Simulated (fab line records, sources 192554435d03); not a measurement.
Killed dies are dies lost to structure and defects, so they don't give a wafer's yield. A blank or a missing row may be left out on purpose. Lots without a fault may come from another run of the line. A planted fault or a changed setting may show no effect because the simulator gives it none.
Chamber matching | flow n5_finfet | N5_MOL_CONTACT_COAG_ETCH_66 on rie_diel-06: 4 sister chambers
The step etches SiARC in CF4, target depth 13 nm, time 21.7 s. 14 wafers are shown with their chamber, then 7 later ones without.

WAFERS WITH THEIR CHAMBER
wafer  | chamber | drypump_motor_current_A (A) | showerhead_plenum_p_Torr (Torr) | throttle_valve_pct (%)
L075.1 | 3       | 6.4                         | 2.16                            | 15.83
L075.2 | 2       | 5.5                         | 2.22                            | 15.92
L075.5 | 1       | 5.0                         | 2.11                            | 15.85
L076.2 | 2       | 5.4                         | 2.22                            | 15.94
L076.4 | 3       | 6.4                         | 2.16                            | 15.82
L076.5 | 2       | 5.4                         | 2.22                            | 15.92
L084.1 | 3       | 6.4                         | 2.15                            | 15.85
L084.3 | 2       | 5.4                         | 2.22                            | 15.95
L084.6 | 1       | 5.0                         | 2.10                            | 15.36
L086.3 | 0       | 5.8                         | 2.10                            | 15.34
L086.4 | 1       | 5.0                         | 2.10                            | 15.37
L086.5 | 2       | 5.5                         | 2.22                            | 15.97
L092.4 | 0       | 5.7                         | 2.09                            | 15.37
L092.5 | 1       | 5.0                         | 2.10                            | 15.39

SIGNATURES (means of the wafers above)
reading                  | chamber 0 | chamber 1 | chamber 2 | chamber 3 | scatter within a chamber
drypump_motor_current_A  | 5.750     | 5.000     | 5.440     | 6.400     | 0.0412
showerhead_plenum_p_Torr | 2.0950    | 2.1025    | 2.2200    | 2.1567    | 0.00438
throttle_valve_pct       | 15.3550   | 15.4925   | 15.9400   | 15.8333   | 0.132
Rule: a wafer's distance from a chamber is the root of the sum, over the readings, of the square of ((its reading less the chamber's mean) divided by the reading's scatter). The wafer belongs to the nearest chamber; if the next one is less than 2 further off, it can't be placed. The scatter: the root of (the sum of the squares of (reading less its chamber's mean) over the shown wafers, divided by (wafers less chambers)).

WAFERS WITHOUT THEIR CHAMBER
wafer  | drypump_motor_current_A (A) | showerhead_plenum_p_Torr (Torr) | throttle_valve_pct (%)
L092.6 | 5.4                         | 2.21                            | 15.98
L094.1 | 5.4                         | 2.21                            | 15.98
L094.2 | 6.4                         | 2.14                            | 15.88
L094.3 | 5.8                         | 2.09                            | 15.36
L097.1 | 5.4                         | 2.21                            | 16.01
L097.3 | 5.0                         | 2.10                            | 15.40
L097.6 | 5.7                         | 2.09                            | 15.38

WHICH CHAMBER EACH WENT THROUGH
wafer  | from the rows above | in truth
L092.6 | 2                   | 2
L094.1 | 2                   | 2
L094.2 | 3                   | 3
L094.3 | 0                   | 0
L097.1 | 2                   | 2
L097.3 | 1                   | 1
L097.6 | 0                   | 0
Placed correctly: 7 of 7. Can't be placed from these rows: 0. Placed wrongly: 0.
